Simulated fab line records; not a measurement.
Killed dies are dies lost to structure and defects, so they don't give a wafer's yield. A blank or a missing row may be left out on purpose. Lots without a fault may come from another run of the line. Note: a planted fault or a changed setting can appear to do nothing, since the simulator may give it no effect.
Matching of chambers    flow n5Finfet    aldSin-04 running N5_SPACER0_ALD_07: 4 sister chambers
The step deposits SiNx, target thk 2 nm. 8 wafers are shown with their chamber, then 10 later ones without.

== WAFERS WITH THEIR CHAMBER ==
wafer   chamber  heaterPowerW (W)
L076.4  3        821
L080.1  2        933
L080.2  1        843
L083.3  3        767
L083.4  0        781
L083.5  1        829
L084.3  0        772
L084.4  2        1014

== WAFERS WITHOUT THEIR CHAMBER ==
wafer   heaterPowerW (W)
L084.6  786
L085.2  830
L085.4  801
L085.5  807
L088.1  769
L088.3  842
L088.5  814
L089.1  993
L089.5  799
L089.6  835

== WHICH CHAMBER EACH ONE RAN IN ==
wafer   from the rows above           in truth
L084.6  can't be placed: 3 or 0 or 1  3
L085.2  can't be placed: 1 or 3 or 0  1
L085.4  can't be placed: 3 or 0 or 1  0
L085.5  can't be placed: 3 or 1 or 0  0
L088.1  can't be placed: 0 or 3 or 1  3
L088.3  can't be placed: 1 or 3 or 0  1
L088.5  can't be placed: 3 or 1 or 0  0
L089.1  2                             2
L089.5  can't be placed: 3 or 0 or 1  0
L089.6  can't be placed: 1 or 3 or 0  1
Placed correctly: 1 of 10. Cannot be placed on the basis of these rows: 9; the candidates contain the true chamber in 9. Wrongly placed: 0.
How it was worked out, from the rows above alone: a wafer's distance from a chamber is the root of the sum, over the readings, of the square of ((its reading less the chamber's mean) divided by the reading's scatter). If the next closest chamber is less than 2 further off than the closest, the wafer can't be placed; otherwise it belongs to the closest. Each chamber's mean is taken over the wafers shown for it. The scatter: the root of (the sum of the squares of (reading less its chamber's mean) over the shown wafers, divided by (wafers less chambers)).
